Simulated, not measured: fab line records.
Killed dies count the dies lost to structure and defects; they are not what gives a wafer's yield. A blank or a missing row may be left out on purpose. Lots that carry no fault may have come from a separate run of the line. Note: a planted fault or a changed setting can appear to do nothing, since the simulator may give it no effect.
Which of the tools did it? || flow n5-finfet || at 1 step of a route of 1938, 21 lots with 63 wafers sampled

== WHAT EACH GAUGE READ, for each wafer ==
N5_BEOL_M4_CD_MEAS_28: target cd 26.2 nm, target cd y 24.1 nm.
{"lot": "L075", "measured": "day 7 14:08", "on": "cd-sem-01", "cd-nm (nm)": "26.16 26.09 26.10"}
{"lot": "L079", "measured": "day 9 00:38", "on": "cd-sem-03", "cd-nm (nm)": "26.10 26.04 25.83"}
{"lot": "L077", "measured": "day 9 00:57", "on": "cd-sem-02", "cd-nm (nm)": "26.07 26.05 26.61"}
{"lot": "L080", "measured": "day 9 01:44", "on": "cd-sem-01", "cd-nm (nm)": "26.39 26.01 25.85"}
{"lot": "L078", "measured": "day 9 07:17", "on": "cd-sem-02", "cd-nm (nm)": "26.02 26.04 25.99"}
{"lot": "L082", "measured": "day 9 08:47", "on": "cd-sem-03", "cd-nm (nm)": "26.00 26.18 26.41"}
{"lot": "L083", "measured": "day 9 13:57", "on": "cd-sem-02", "cd-nm (nm)": "26.29 26.32 26.07"}
{"lot": "L081", "measured": "day 9 18:41", "on": "cd-sem-03", "cd-nm (nm)": "26.19 25.84 26.73"}
{"lot": "L084", "measured": "day 10 15:08", "on": "cd-sem-02", "cd-nm (nm)": "26.19 26.27 25.95"}
{"lot": "L085", "measured": "day 10 20:07", "on": "cd-sem-01", "cd-nm (nm)": "26.72 26.53 26.17"}
{"lot": "L086", "measured": "day 10 22:46", "on": "cd-sem-01", "cd-nm (nm)": "26.43 26.18 26.57"}
{"lot": "L087", "measured": "day 11 05:56", "on": "cd-sem-01", "cd-nm (nm)": "26.01 26.43 26.06"}
{"lot": "L088", "measured": "day 11 14:52", "on": "cd-sem-03", "cd-nm (nm)": "25.93 26.06 26.16"}
{"lot": "L089", "measured": "day 12 00:18", "on": "cd-sem-03", "cd-nm (nm)": "25.88 26.26 25.89"}
{"lot": "L091", "measured": "day 12 03:32", "on": "cd-sem-03", "cd-nm (nm)": "26.33 26.33 26.51"}
{"lot": "L090", "measured": "day 12 03:43", "on": "cd-sem-03", "cd-nm (nm)": "26.39 26.26 25.94"}
{"lot": "L093", "measured": "day 12 08:23", "on": "cd-sem-01", "cd-nm (nm)": "25.77 26.10 26.20"}
{"lot": "L094", "measured": "day 12 23:03", "on": "cd-sem-02", "cd-nm (nm)": "26.40 25.73 26.11"}
{"lot": "L095", "measured": "day 12 23:07", "on": "cd-sem-02", "cd-nm (nm)": "25.89 26.54 26.44"}
{"lot": "L097", "measured": "day 13 18:39", "on": "cd-sem-02", "cd-nm (nm)": "26.25 26.49 26.59"}
{"lot": "L096", "measured": "day 13 19:32", "on": "cd-sem-02", "cd-nm (nm)": "26.08 25.88 26.32"}

== TOOL THAT RAN EACH LOT (tool first, then ch and the chambers of the sampled wafers, then the start) ==
No process step before these readings appears in the record.

== AS READ BY THE TOOLS THEMSELVES (means over the sampled wafers that have a number; for cases with no such wafer, the mark the record gives instead) ==
The record holds no such reading with a usual standard deviation.

== THE ANSWER, worked out from the rows above alone ==
Rule: the lots themselves supply what counts as usual. Put in order of their means at a reading, lots are off if they are a third of the lots or fewer, leave a main group of 4 or more, and stand apart from it by a gap of 3 or more times the standard deviation of the main group's means; of several such gaps the widest counts. The tables above print the reading to a certain number of digits; a main group whose means all agree to those digits is not used. Also off: a lot with no number at a reading for which 4 or more lots have one. All remaining lots with rows at the step are treated as sound. The gauges are gone through in route order, then the tools' own readings, and for those a lot's mean is taken as printed above. At the first step where some lot is off, the reading lying furthest off is the one used; lots without a number count as furthest.
Across all readings shown, no lot is off: no conclusion can be drawn from this.

== WHAT THE SIMULATOR PUT IN ==
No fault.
